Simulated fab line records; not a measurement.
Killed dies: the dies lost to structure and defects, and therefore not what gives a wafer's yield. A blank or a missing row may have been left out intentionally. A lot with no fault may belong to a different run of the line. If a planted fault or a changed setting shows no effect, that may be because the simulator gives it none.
fab line records	flow nandHarc
[record] lots = 6	wafers = 18	lastDay = 33
route steps=1302 shown P_M1@315 P_M2@318 END@1302
lots that met no fault: from a run of the same line without faults
startH: hours from the record's opening day to when the first of the lot's shown wafers began	waitH: hours from the lot's prior step to this one	" same as the row above	L1.1+2: a single row standing in for several wafers	- no value present, or no start provided	* or withheld: withheld	< > ~ a bound
route shown NAME@n: names a module that has steps shown in the file, with the first one's number in the route	usual: mean and standard deviation over wafers with no fault	same: alike in all rows	chamber/n: place in a boat	sites: the reading at each site	_std_site: standard deviation of those values	_edge_site: the outer-site mean with the inner-site mean subtracted	radiusMm: for every site, how far away it sits from the centre of the wafer	mask NAME#n: copy n	behind: the tool/chamber that last shaped the wafer	hold: the reason the lot was held/the length of the hold in hours/how it ended	device: the transistor (n, p or np) that didn't switch	end of line: the tests these same wafers got at the end of their route	a step with no rows: only its recipe	killed: the dies lost at the first sort to structure and to defects; this is not the yield of the wafer	map: a wafer's dies, marking killed ones x, the rest . and places with no die _
set.NAME: the setting that was run; set.NAME@STEP: the one run at that earlier step	model.NAME: the simulator's own value behind a step, which no gauge read
lots seen at some steps along the route; tables by step, rows by wafer
services: the hour from which a tool's chamber was out of use, counted from the record's first day as startH (under 0 if before that day), plus the number of hours and why
[[steps]]
[step NHARC_P_M1_INSPECT_27]
[usual] rawDefectCount = 319/120
lot.wafer	tool	chamber	startH	waitH	rawDefectCount
L307.2	defectInspect-02	-	196.22	0.0	234
L307.3	"	-	"	"	176
L307.4	"	-	"	"	336
L311.1	defectInspect-02	-	232.87	0.0	281
L311.4	"	-	"	"	217
L311.6	"	-	"	"	196
L313.3	defectInspect-01	-	257.06	0.0	440
L313.4	"	-	"	"	485
L313.6	"	-	"	"	336
L315.2	defectInspect-01	-	291.35	0.0	344
L315.3	"	-	"	"	238
L315.4	"	-	"	"	199
L322.2	defectInspect-02	-	348.69	0.0	372
L322.3	"	-	"	"	351
L322.5	"	-	"	"	304
L323.1	defectInspect-02	-	355.71	0.0	270
L323.5	"	-	"	"	323
L323.6	"	-	"	"	317
[step NHARC_P_M1_PRE_CLEAN_32]
[recipe] timeS = 12	tempC = 370	rfPowerW = 300	gas = NH3
[usual] heaterPowerOuterW = 350/39	heaterPowerW = 631/63
lot.wafer	tool	chamber	startH	waitH	heaterPowerOuterW	heaterPowerW
L307.3	pecvd-04	2	196.32	0.1	308	567
L307.2	"	1	"	"	291	567
L307.4	"	2	"	"	310	576
L311.1	pecvd-04	2	232.96	0.1	304	543
L311.4	"	0	"	"	411	659
L311.6	"	2	"	"	289	546
L313.3	pecvd-04	1	257.15	0.1	344	642
L313.6	"	0	"	"	362	612
L313.4	"	1	"	"	351	640
L315.3	pecvd-01	0	291.45	0.1	334	628
L315.2	"	1	"	"	385	683
L315.4	"	2	"	"	324	624
L322.3	pecvd-02	1	348.76	0.1	300	531
L322.2	"	0	"	"	410	768
L322.5	"	2	"	"	338	602
L323.1	pecvd-01	0	355.79	0.1	314	587
L323.6	"	0	"	"	324	598
L323.5	"	1	"	"	305	575
[step NHARC_P_M1_DEP_33]
[recipe] targetThkA = 300	tempC = 370	targetThkNm = 30	pressureTorr = 3	flowSccm = 200	rfW = 450	material = SiCN
[usual] heaterPowerOuterW = 319/36	heaterPowerW = 589/61
lot.wafer	tool	chamber	startH	waitH	heaterPowerOuterW	heaterPowerW
L307.3	pecvd-04	2	196.40	0.1	312	561
L307.2	"	1	"	"	255	493
L307.4	"	2	"	"	308	560
L311.1	pecvd-04	2	233.10	0.1	325	579
L311.4	"	0	"	"	313	536
L311.6	"	2	"	"	329	596
L313.3	pecvd-04	1	257.29	0.1	305	585
L313.6	"	0	"	"	340	562
L313.4	"	1	"	"	295	577
L315.3	pecvd-01	0	291.56	0.1	309	585
L315.2	"	1	"	"	291	533
L315.4	"	2	"	"	325	629
L322.3	pecvd-02	1	348.84	0.1	315	562
L322.2	"	0	"	"	424	756
L322.5	"	2	"	"	343	616
L323.1	pecvd-01	0	355.89	0.1	329	612
L323.6	"	0	"	"	325	613
L323.5	"	1	"	"	331	593
[step NHARC_P_M2_DEP_00]
[recipe] targetThkA = 1825	targetThkNm = 182.5	tempC = withheld	pressureTorr = 5	flowSccm = 200	rfW = 600	material = SiOC
[step NHARC_P_M2_DEHYDRATE_01]
[recipe] tempC = 150	timeS = 120
[step NHARC_P_M2_HMDS_02]
[recipe] timeS = 30
[step NHARC_P_M2_COAT_34]
[recipe] tempC = 200	timeS = 65
[step NHARC_P_M2_COAT_03]
[recipe] spinRpm = 1500	resistThkNm = 90
[step NHARC_P_M2_SOFTBAKE_04]
[recipe] tempC = 105	timeS = 55
[step NHARC_P_M2_EBR_05]
[step NHARC_P_M2_EXPOSE_06]
[recipe] na = 1.35	targetCdNm = 170	doseMj = 80.78	maskId = P_M2
[step NHARC_P_M2_PEB_07]
[recipe] pebTempC = 100	pebTimeS = 65
[usual] chillPlateTempC = 22.99/0.11	heaterPowerTotalW = 156.6/0.42	plateTempC = 99.98/0.13
lot.wafer	tool	chamber	startH	waitH	chillPlateTempC	heaterPowerTotalW	plateTempC
L307.2	lithoTrack-06	0	197.57	0.1	22.84	157.1	100.05
L307.3	"	0	"	"	22.76	156.5	100.06
L307.4	"	0	"	"	22.84	155.9	99.98
L311.1	lithoTrack-04	0	234.16	0.1	22.98	149.1	96.28
L311.4	"	0	"	"	23.03	149.2	96.06
L311.6	"	0	"	"	22.86	149.0	96.22
L313.3	lithoTrack-04	0	258.39	0.0	23.04	148.1	96.15
L313.4	"	0	"	"	23.03	148.0	96.25
L313.6	"	0	"	"	23.01	148.4	96.22
L315.2	lithoTrack-01	0	292.56	0.1	22.90	156.4	100.09
L315.3	"	0	"	"	22.91	157.2	100.02
L315.4	"	0	"	"	22.91	157.2	100.10
L322.2	lithoTrack-01	0	350.01	0.1	22.93	156.2	100.13
L322.3	"	0	"	"	23.17	156.6	99.99
L322.5	"	0	"	"	23.05	156.7	100.04
L323.1	lithoTrack-04	0	357.02	0.1	23.16	156.3	99.81
L323.5	"	0	"	"	23.15	156.9	100.00
L323.6	"	0	"	"	23.09	156.4	99.84
[step NHARC_P_M2_DEVELOP_08]
[recipe] developTimeS = 35	devTempC = 23
[step NHARC_P_M2_CD_MEAS_09]
[recipe] targetCdNm = 170	landingEnergyEv = 500
[usual] cdNm = 169.7/0.68
lot.wafer	tool	chamber	startH	waitH	hold	cdNm
L307.2	cdSem-01	0	197.65	-	-	168.5
L307.3	"	0	"	"	-	169.2
L307.4	"	0	"	"	-	168.5
L311.1	cdSem-02	0	234.24	-	awaitDispo/0.2h/release	154.5
L311.4	"	0	"	"	awaitDispo/0.2h/release	156.8
L311.6	"	0	"	"	awaitDispo/0.2h/release	155.2
L311.1	cdSem-02	0	-	-	-	154.6
L311.4	"	0	"	"	-	156.9
L311.6	"	0	"	"	-	155.4
L313.3	cdSem-03	0	258.47	-	awaitDispo/0.2h/release	155.9
L313.4	"	0	"	"	awaitDispo/0.2h/release	155.6
L313.6	"	0	"	"	awaitDispo/0.2h/release	155.9
L313.3	cdSem-03	0	-	-	-	155.6
L313.4	"	0	"	"	-	155.2
L313.6	"	0	"	"	-	156.5
L315.2	cdSem-02	0	292.64	-	-	169.0
L315.3	"	0	"	"	-	169.5
L315.4	"	0	"	"	-	169.4
L322.2	cdSem-03	0	350.09	-	-	169.5
L322.3	"	0	"	"	-	169.1
L322.5	"	0	"	"	-	169.7
L323.1	cdSem-03	0	357.10	-	-	169.9
L323.5	"	0	"	"	-	169.3
L323.6	"	0	"	"	-	169.7
[step NHARC_P_M2_OVL_MEAS_10]
[recipe] pitchNm = 340
[usual] overlayXNm = -0.2/0.81	overlayYNm = 0.1/0.81
lot.wafer	tool	chamber	startH	waitH	hold	overlayXNm	overlayYNm
L307.2	overlay-01	-	197.74	-	-	-0.7	1.2
L307.3	"	-	"	"	-	-0.9	1.1
L307.4	"	-	"	"	-	-1.2	1.4
L311.1	overlay-01	-	237.38	-	awaitDispo/2.9h/release	-0.8	-1.2
L311.4	"	-	"	"	awaitDispo/2.9h/release	-0.7	-0.9
L311.6	"	-	"	"	awaitDispo/2.9h/release	-0.6	-1.0
L313.3	overlay-01	-	263.19	-	awaitDispo/4.4h/release	0.0	0.1
L313.4	"	-	"	"	awaitDispo/4.4h/release	-0.6	0.3
L313.6	"	-	"	"	awaitDispo/4.4h/release	-0.2	-0.2
L315.2	overlay-01	-	292.73	-	-	0.8	-1.3
L315.3	"	-	"	"	-	0.9	-1.3
L315.4	"	-	"	"	-	1.1	-1.5
L322.2	overlay-01	-	350.18	-	-	0.7	-0.7
L322.3	"	-	"	"	-	0.3	-0.8
L322.5	"	-	"	"	-	0.0	-0.4
L323.1	overlay-01	-	357.19	-	-	-0.4	-0.1
L323.5	"	-	"	"	-	-0.1	-0.6
L323.6	"	-	"	"	-	-0.4	0.4
[step NHARC_P_M2_INSPECT_11]
[usual] rawDefectCount = 4.3/2.6
lot.wafer	tool	chamber	startH	waitH	rawDefectCount
L307.2	defectInspect-01	-	197.78	0.0	4
L307.3	"	-	"	"	5
L307.4	"	-	"	"	2
L311.1	defectInspect-01	-	237.41	0.0	5
L311.4	"	-	"	"	3
L311.6	"	-	"	"	1
L313.3	defectInspect-02	-	263.22	0.0	4
L313.4	"	-	"	"	1
L313.6	"	-	"	"	2
L315.2	defectInspect-01	-	292.76	0.0	4
L315.3	"	-	"	"	6
L315.4	"	-	"	"	7
L322.2	defectInspect-02	-	350.22	0.0	7
L322.3	"	-	"	"	5
L322.5	"	-	"	"	1
L323.1	defectInspect-01	-	357.22	0.0	3
L323.5	"	-	"	"	2
L323.6	"	-	"	"	5
[step NHARC_P_M2_DESCUM_14]
[recipe] timeS = 3	o2FlowSccm = 200	arFlowSccm = 0	biasPowerW = 0	chemistry = O2
[usual] drypumpMotorCurrentA = 5.5/0.41	mfcArSccm = 0.006/0.013	oesProductAu = 1.002/0.013	rfVppV = 57.8/0.91	showerheadPlenumPTorr = 1.94/0.089	throttleValvePct = 11.311/0.0092
lot.wafer	tool	chamber	startH	waitH	drypumpMotorCurrentA	mfcArSccm	oesProductAu	rfHoursCounterH	rfVppV	showerheadPlenumPTorr	throttleValvePct	model.P_M2.cdNm
L307.3	rieDiel-05	1	197.85	0.1	5.2	0.039	1.003	5.4	57.7	1.91	11.328	169.5
L307.2	"	2	"	"	5.2	0.002	1.004	6.0	57.8	2.01	11.317	169.9
L307.4	"	3	"	"	5.7	0.009	1.029	6.4	56.7	2.01	11.313	168
L311.1	rieDiel-10	3	237.48	0.1	5.8	0	1.007	9.2	57.5	1.90	11.313	154.7
L311.4	"	0	"	"	5.6	0	1.018	8.3	58.8	2.02	11.306	156.7
L311.6	"	3	"	"	5.8	0	1.013	-	57.9	1.90	11.326	155.5
L313.3	rieDiel-09	1	263.29	0.1	5.2	0.013	0.989	4.7	58.7	2.06	11.302	156
L313.4	"	3	"	"	5.3	0	0.971	6.2	57.4	2.02	11.294	155.3
L313.6	"	1	"	"	5.2	0.013	0.983	-	57.0	2.06	11.311	156.1
L315.3	rieDiel-05	2	292.83	0.1	5.2	0.002	1.003	3.2	57.3	2.00	11.311	169.9
L315.2	"	3	"	"	5.7	0.009	1.004	3.5	59.3	2.00	11.316	169.2
L315.4	"	0	"	"	5.9	0.001	1.008	3.5	58.1	2.03	11.309	169.6
L322.2	rieDiel-09	0	350.29	0.1	5.9	0	1.029	1.6	56.9	2.02	11.310	169.7
L322.3	"	2	"	"	6.7	0	0.992	1.0	57.0	1.86	11.322	169.8
L322.5	"	0	"	"	5.9	0	1.034	-	57.7	2.02	11.313	170.2
L323.1	rieDiel-10	0	357.30	0.1	5.6	0	1.014	4.3	57.6	2.02	11.303	170.2
L323.6	"	2	"	"	4.9	0	1.000	-	57.4	1.82	11.303	169.9
L323.5	"	3	"	"	5.8	0	0.995	-	58.2	1.90	11.285	169.7
[step NHARC_P_M2_ETCH_35]
[recipe] targetDepthA = 400	overetchA = 120	timeS = 43.94	ionEnergyEv = 200	n2FlowSccm = 150	h2FlowSccm = 150	arFlowSccm = 0	rfW = 400	biasW = 150	chemistry = N2/H2
[usual] biasW = 150.0/0.48	drypumpMotorCurrentA = 5.6/0.41	mfcArSccm = 0.005/0.011	oesProductAu = 1.004/0.014	rfVppV = 431.4/2.9	showerheadPlenumPTorr = 2.07/0.1	throttleValvePct = 14.172/0.0086
lot.wafer	tool	chamber	startH	waitH	biasW	drypumpMotorCurrentA	mfcArSccm	oesProductAu	rfHoursCounterH	rfVppV	showerheadPlenumPTorr	throttleValvePct
L307.3	rieDiel-05	1	197.92	0.1	151.1	5.2	0.039	0.989	5.4	429.4	2.03	14.152
L307.2	"	2	"	"	149.6	5.2	0.002	1.007	6.0	432.1	2.14	14.169
L307.4	"	3	"	"	150.2	5.7	0.009	1.031	6.4	431.9	2.14	14.177
L311.1	rieDiel-10	1	237.57	0.1	149.6	5.7	0	1.009	9.1	425.6	1.89	14.163
L311.4	"	2	"	"	150.6	4.9	0	1.006	10.0	426.7	1.93	14.171
L311.6	"	3	"	"	150.4	5.8	0	1.015	-	430.2	2.03	14.170
L313.4	rieDiel-09	3	263.37	0.1	149.3	5.3	0	0.971	6.2	433.7	2.15	14.174
L313.3	"	1	"	"	150.3	5.2	0.013	0.984	4.7	432.7	2.20	14.165
L313.6	"	3	"	"	149.5	5.3	0	0.974	-	432.4	2.15	14.154
L315.2	rieDiel-05	0	292.91	0.1	151.0	5.9	0.001	1.012	3.5	435.8	2.16	14.166
L315.4	"	1	"	"	149.5	5.2	0.039	0.998	3.1	430.2	2.03	14.163
L315.3	"	2	"	"	150.1	5.2	0.002	0.995	3.2	433.9	2.14	14.171
L322.2	rieDiel-09	2	350.38	0.1	149.9	6.7	0	0.988	1.0	429.4	1.99	14.153
L322.3	"	0	"	"	151.1	5.8	0	1.022	1.6	433.2	2.15	14.172
L322.5	"	3	"	"	151.2	5.3	0	0.972	-	432.7	2.15	14.169
L323.1	rieDiel-10	3	357.38	0.1	149.7	5.8	0	0.993	4.4	431.7	2.03	14.169
L323.6	"	1	"	"	150.1	5.7	0	1.013	-	426.6	1.89	14.175
L323.5	"	2	"	"	149.8	4.8	0	0.994	-	428.0	1.93	14.179
[step NHARC_P_M2_ETCH_15]
[recipe] targetDepthA = 1825	timeS = 91.2	c4f8FlowSccm = withheld	arFlowSccm = 400	rfW = 600	biasW = 300	chemistry = C4F8/Ar
[usual] biasW = 300.1/0.92	oesProductAu = 0.940/0.022	rfVppV = 441.8/2.9
lot.wafer	tool	chamber	startH	waitH	biasW	oesProductAu	rfHoursCounterH	rfVppV
L307.3	rieDiel-05	3	-	-	301.4	0.955	6.4	443.1
L307.2	"	0	"	"	300.8	0.936	5.3	443.9
L307.4	"	1	"	"	299.9	0.922	5.4	441.4
L311.4	rieDiel-10	0	-	-	300.4	0.937	8.4	444.2
L311.1	"	1	"	"	299.6	0.929	9.1	436.9
L311.6	"	3	"	"	300.2	0.937	-	439.7
L313.3	rieDiel-09	2	-	-	299.5	0.907	5.4	438.9
L313.4	"	1	"	"	300.6	0.900	4.7	446.8
L313.6	"	2	"	"	298.5	0.917	-	439.1
L315.2	rieDiel-05	3	-	-	301.3	0.961	3.5	444.5
L315.3	"	0	"	"	299.1	0.978	3.6	445.2
L315.4	"	2	"	"	299.6	0.947	3.2	445.2
L322.3	rieDiel-09	3	-	-	300.6	0.913	1.6	443.4
L322.2	"	0	"	"	300.0	0.945	1.6	443.1
L322.5	"	2	"	"	302.3	0.914	-	439.4
L323.1	rieDiel-10	0	-	-	301.0	0.943	4.4	443.8
L323.5	"	3	"	"	299.0	0.918	-	440.3
L323.6	"	0	"	"	299.0	0.944	-	444.6
[step NHARC_P_M2_CD_MEAS_16]
[usual] cdNm = 169.5/1
lot.wafer	tool	chamber	startH	waitH	hold	cdNm
L307.2	cdSem-01	-	198.15	-	-	169.4
L307.3	"	-	"	"	-	170.1
L307.4	"	-	"	"	-	167.2
L311.1	cdSem-02	-	237.78	-	awaitDispo/0.2h/release	155.5
L311.4	"	-	"	"	awaitDispo/0.2h/release	155.6
L311.6	"	-	"	"	awaitDispo/0.2h/release	155.2
L311.1	cdSem-02	-	237.96	0.2	-	155.3
L311.4	"	-	"	"	-	156.0
L311.6	"	-	"	"	-	155.6
L313.3	cdSem-03	-	263.59	-	awaitDispo/0.2h/release	155.5
L313.4	"	-	"	"	awaitDispo/0.2h/release	155.7
L313.6	"	-	"	"	awaitDispo/0.2h/release	156.4
L313.3	cdSem-03	-	263.77	0.2	-	155.5
L313.4	"	-	"	"	-	155.8
L313.6	"	-	"	"	-	156.6
L315.2	cdSem-02	-	293.13	-	-	168.2
L315.3	"	-	"	"	-	168.9
L315.4	"	-	"	"	-	168.9
L322.2	cdSem-02	-	350.63	-	-	169.1
L322.3	"	-	"	"	-	169.4
L322.5	"	-	"	"	-	170.4
L323.1	cdSem-03	-	357.59	-	-	170.5
L323.5	"	-	"	"	-	168.0
L323.6	"	-	"	"	-	169.7
[step NHARC_P_M2_STRIP_18]
[recipe] powerW = 1000	n2FlowSccm = 150	h2FlowSccm = 150	arFlowSccm = 0	biasW = 0	chemistry = N2/H2
[usual] drypumpMotorCurrentA = 5.7/0.52	mfcArSccm = 0.006/0.012	oesProductAu = 0.999/0.016	rfVppV = 91.1/0.89	showerheadPlenumPTorr = 2.11/0.081	throttleValvePct = 14.171/0.0087
[same] biasW = 0
lot.wafer	tool	chamber	startH	waitH	hold	drypumpMotorCurrentA	mfcArSccm	oesProductAu	rfHoursCounterH	rfVppV	showerheadPlenumPTorr	throttleValvePct
L307.4	rieDiel-09	3	198.24	0.1	-	5.3	0	0.984	3	90.8	2.15	14.182
L307.3	"	0	"	"	-	5.9	0	1.006	2	91.0	2.16	14.187
L307.2	"	1	"	"	-	5.2	0.013	1.000	2	92.3	2.20	14.168
L311.1	rieDiel-10	2	251.55	13.6	awaitDispo/7.6h/release	4.8	0	1.017	10	91.4	1.93	14.181
L311.4	"	3	"	"	awaitDispo/7.6h/release	5.8	0	1.008	9	90.4	2.03	14.172
L311.6	"	1	"	"	awaitDispo/7.6h/release	5.7	0	1.006	-	90.6	1.89	14.174
L313.4	rieDiel-05	2	267.23	3.4	awaitDispo/3.4h/release	5.2	0.002	0.993	1	91.5	2.14	14.180
L313.3	"	0	"	"	awaitDispo/3.4h/release	5.9	0.001	1.021	1	91.4	2.16	14.165
L313.6	"	2	"	"	awaitDispo/3.4h/release	5.2	0.002	1.002	-	92.1	2.14	14.174
L315.4	rieDiel-05	0	293.20	0.1	-	6.0	0.001	1.028	4	90.4	2.16	14.174
L315.3	"	1	"	"	-	5.2	0.039	0.998	3	91.9	2.03	14.166
L315.2	"	3	"	"	-	5.7	0.009	1.009	4	92.1	2.14	14.164
L322.3	rieDiel-09	0	350.73	0.1	-	5.9	0	1.020	2	90.6	2.15	14.178
L322.2	"	2	"	"	-	6.7	0	0.997	1	91.2	1.99	14.152
L322.5	"	2	"	"	-	6.7	0	0.990	-	91.1	1.99	14.174
L323.1	rieDiel-09	1	357.69	0.1	-	5.2	0.013	0.996	1	93.4	2.20	14.183
L323.5	"	0	"	"	-	5.9	0	1.026	-	90.3	2.15	14.173
L323.6	"	1	"	"	-	5.2	0.013	1.006	-	91.0	2.20	14.180
[step NHARC_P_M2_ETCH_28]
[recipe] targetDepthA = 300	overEtchFrac = 0.3	timeS = 72.99	ionEnergyEv = 150	cf4FlowSccm = 50	n2FlowSccm = 100	arFlowSccm = 150	rfW = 300	biasW = 100	chemistry = CF4/N2
[usual] biasW = 100.0/0.31	drypumpMotorCurrentA = 5.7/0.51	mfcArSccm = 150.0/0.44	oesProductAu = 0.999/0.017	rfVppV = 315.7/1.8	showerheadPlenumPTorr = 2.71/0.094	throttleValvePct = 19.795/0.0097
[same] overEtchFrac = 0.3
lot.wafer	tool	chamber	startH	waitH	biasW	drypumpMotorCurrentA	mfcArSccm	oesProductAu	rfHoursCounterH	rfVppV	showerheadPlenumPTorr	throttleValvePct	model.P_M2.cdNm
L307.3	rieDiel-09	2	-	-	100.5	6.7	150.5	0.991	3	314.1	2.56	19.799	170.5
L307.4	"	3	"	"	100.3	5.3	150.8	0.976	3	316.3	2.76	19.804	166.6
L307.2	"	1	"	"	99.9	5.2	150.1	1.001	2	318.0	2.82	19.775	168.6
L311.4	rieDiel-10	0	-	-	99.5	5.6	150.2	1.010	8	317.2	2.77	19.782	156.3
L311.1	"	1	"	"	100.3	5.7	149.6	1.011	9	311.7	2.45	19.773	154.9
L311.6	"	3	"	"	100.3	5.8	150.0	1.017	-	313.8	2.61	19.796	155.9
L313.4	rieDiel-05	0	-	-	99.2	5.9	149.6	1.012	1	317.2	2.77	19.791	155.3
L313.3	"	1	"	"	100.0	5.2	150.2	0.995	1	312.3	2.62	19.808	156.1
L313.6	"	0	"	"	99.7	5.9	148.9	1.012	-	315.8	2.77	19.790	156.2
L315.3	rieDiel-05	2	-	-	100.1	5.2	149.4	1.005	3	316.0	2.74	19.801	168.6
L315.4	"	3	"	"	100.5	5.7	149.7	1.008	4	316.4	2.74	19.780	169.5
L315.2	"	1	"	"	99.7	5.2	149.0	0.999	3	315.5	2.62	19.789	167.5
L322.2	rieDiel-09	0	-	-	99.9	5.9	149.7	1.022	2	317.0	2.76	19.786	169.6
L322.3	"	2	"	"	99.9	6.7	149.6	0.988	1	314.1	2.56	19.793	169.2
L322.5	"	2	"	"	99.7	6.7	149.3	0.988	-	313.3	2.56	19.791	170.6
L323.1	rieDiel-09	1	-	-	100.1	5.2	150.5	0.991	1	316.6	2.81	19.803	168.7
L323.5	"	2	"	"	99.8	6.6	150.1	0.999	-	311.5	2.56	19.785	167.9
L323.6	"	3	"	"	100.4	5.3	149.4	0.977	-	317.0	2.76	19.798	168.8
[step NHARC_P_M2_STRIP_19]
[recipe] timeS = 600	tempC = 30	chemistry = postEtchResidueRemover
[step NHARC_END_SORT_01]
[recipe] tempC = 25
[usual] defectLimitedYield = 90/4.1	killedAtArray = 63/27	killedAtOther = 0.7/1.2	killedAtPeriphery = 3.1/2	killedDies = 67/28	killedOpen = 3.0/1.9	killedShort = 2.2/1.5
[same] grossDies = 677
lot.wafer	tool	chamber	startH	waitH	defectLimitedYield[%]	killedAtArray	killedAtOther	killedAtPeriphery	killedDies	killedOpen	killedShort
L307.2	prober-01	0	623.97	2.8	84	106	0	4	110	8	5
L307.3	prober-01	0	624.76	3.1	84	106	3	1	110	3	0
L307.4	prober-01	0	625.55	3.4	85	92	3	5	100	6	5
L311.1	prober-01	0	669.53	2.5	90	60	0	5	65	2	0
L311.4	prober-01	0	671.92	3.4	90	63	0	4	67	2	1
L311.6	prober-01	0	673.52	4.0	91	56	2	2	60	3	1
L313.3	prober-01	0	700.84	3.1	94	38	0	3	41	1	1
L313.4	prober-01	0	701.64	3.4	94	42	0	0	42	3	3
L313.6	prober-01	0	703.23	4.0	92	49	0	4	53	3	1
// killed by level:class
L307.2 A_SLIT:chamberFilmFlake=40 A_CHANNEL_HOLE_D1:chamberFilmFlake=25 A_CHANNEL_HOLE_D2:chamberFilmFlake=20 A_CHANNEL_FILL_D1:chamberFilmFlake=3 A_CONTACT:chamberFilmFlake=3 A_CHANNEL_FILL_D1:geometricParticle:open=2 A_WL_FILL:geometricParticle:open=2 A_STAIRCASE:chamberFilmFlake=2
L307.3 A_SLIT:chamberFilmFlake=43 A_CHANNEL_HOLE_D1:chamberFilmFlake=26 A_CHANNEL_HOLE_D2:chamberFilmFlake=20 A_CONTACT:chamberFilmFlake=7 A_WL_FILL:chamberFilmFlake=3 THIN_TSV:chamberFilmFlake=3 A_STAIRCASE:chamberFilmFlake=2 A_CHANNEL_HOLE_D1:geometricParticle:open=1
L307.4 A_SLIT:chamberFilmFlake=32 A_CHANNEL_HOLE_D2:chamberFilmFlake=27 A_CHANNEL_HOLE_D1:chamberFilmFlake=16 A_CONTACT:chamberFilmFlake=5 A_STAIRCASE:chamberFilmFlake=4 THIN_TSV:chamberFilmFlake=3 P_GATE:geometricParticle:open=1 P_CONTACT:geometricParticle:open=1
L311.1 A_SLIT:chamberFilmFlake=35 A_CHANNEL_HOLE_D2:chamberFilmFlake=12 A_CHANNEL_HOLE_D1:chamberFilmFlake=6 A_STAIRCASE:chamberFilmFlake=3 P_M2:areaPeb=3 P_ZERO_WELL:chamberFilmFlake=2 A_WL_FILL:chamberFilmFlake=2 A_ONON_D1:geometricParticle:open=1
L311.4 A_SLIT:chamberFilmFlake=26 A_CHANNEL_HOLE_D2:chamberFilmFlake=17 A_CHANNEL_HOLE_D1:chamberFilmFlake=8 A_STAIRCASE:chamberFilmFlake=3 A_CHANNEL_FILL_D2:chamberFilmFlake=2 A_WL_FILL:chamberFilmFlake=2 P_M2:areaPeb=2 P_GATE:geometricParticle:open=1
L311.6 A_SLIT:chamberFilmFlake=33 A_CHANNEL_HOLE_D2:chamberFilmFlake=13 A_CHANNEL_HOLE_D1:chamberFilmFlake=3 THIN_TSV:chamberFilmFlake=2 P_M2:areaPeb=2 A_CHANNEL_FILL_D2:geometricParticle:short=1 A_CONTACT:geometricParticle:open=1 A_BLC:geometricParticle:open=1
L313.3 A_CHANNEL_HOLE_D2:chamberFilmFlake=19 A_CHANNEL_HOLE_D1:chamberFilmFlake=8 A_CONTACT:chamberFilmFlake=7 P_M2:areaPeb=2 A_CHANNEL_FILL_D1:geometricParticle:short=1 A_CHANNEL_FILL_D2:geometricParticle:open=1 P_CONTACT:chamberFilmFlake=1 A_STAIRCASE:chamberFilmFlake=1
L313.4 A_CHANNEL_HOLE_D2:chamberFilmFlake=19 A_CONTACT:chamberFilmFlake=8 A_CHANNEL_HOLE_D1:chamberFilmFlake=3 A_SLIT:chamberFilmFlake=3 A_STAIRCASE:chamberFilmFlake=2 A_ONON_D1:geometricParticle:open=1 A_ONON_D1:geometricParticle:short=1 A_CHANNEL_FILL_D1:geometricParticle:short=1
L313.6 A_CHANNEL_HOLE_D2:chamberFilmFlake=25 A_CONTACT:chamberFilmFlake=10 A_CHANNEL_HOLE_D1:chamberFilmFlake=5 A_SLIT:chamberFilmFlake=4 P_M2:areaPeb=3 P_GATE:geometricParticle:open=1 A_CHANNEL_FILL_D1:geometricParticle:open=1 A_SGD_CUT:geometricParticle:open=1
[[services]]
tool	chamber	startH	hours	kind
rieDiel-09	0	176.60	-	clean
rieDiel-09	1	176.60	-	clean
rieDiel-09	2	176.60	-	clean
lithoTrack-06	-	179.00	7.0	pm
lithoTrack-04	-	203.00	7.0	pm
pecvd-01	2	210.51	18.0	repair
pecvd-02	0	220.34	3.9	repair
rieDiel-05	0	224.78	15.7	repair
pecvd-02	-	227.26	13.0	pm
rieDiel-05	-	229.60	9.0	pm
rieDiel-10	-	242.50	9.0	pm
pecvd-02	1	249.73	14.4	repair
rieDiel-05	1	255.99	1.6	repair
pecvd-04	1	267.86	4.9	repair
pecvd-04	-	269.00	13.0	pm
pecvd-02	0	280.37	8.9	repair
rieDiel-05	3	305.93	34.1	repair
rieDiel-10	1	310.12	2.7	repair
pecvd-01	-	311.38	13.0	pm
rieDiel-09	-	320.10	9.0	pm
lithoTrack-01	-	330.00	7.0	pm
pecvd-01	2	338.24	2.3	repair
rieDiel-09	1	338.97	12.4	repair
lithoTrack-06	-	354.00	7.0	pm
[[key]]
[firstSign] step = NHARC_P_M2_PEB_07	reading = plateTempC	direction = down	sigmas = 28	usual = *	struck = *
[effect] step = NHARC_P_M2_PEB_07	reading = heaterPowerTotalW	direction = down	sigmas = 19	usual = *	struck = *
[effect] step = NHARC_P_M2_CD_MEAS_09	reading = visit	direction = added
[effect] step = NHARC_P_M2_CD_MEAS_09	reading = cdNm	direction = down	sigmas = 21	usual = 169.7	struck = 155.7
[effect] step = NHARC_P_M2_CD_MEAS_16	reading = visit	direction = added
[effect] step = NHARC_P_M2_CD_MEAS_16	reading = cdNm	direction = down	sigmas = 13	usual = 169.5	struck = 155.7
[modelEffect] step = NHARC_P_M2_DESCUM_14	value = P_M2.cdNm	without = 169.7	struck = 155.7
[modelEffect] step = NHARC_P_M2_ETCH_28	value = P_M2.cdNm	without = 169.7	struck = 155.8
metAt NHARC_P_M2_PEB_07
struckWafers L311.1,L311.4,L311.6,L313.3,L313.4,L313.6
[fault] kind = processParameterDrift	tool = lithoTrack-04	chamber = -	onsetH = 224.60	steps = NHARC_P_M2_PEB_07	channel = pebTempC	offset = *	shape = step	endH = 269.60	actsIn = *	stated = *
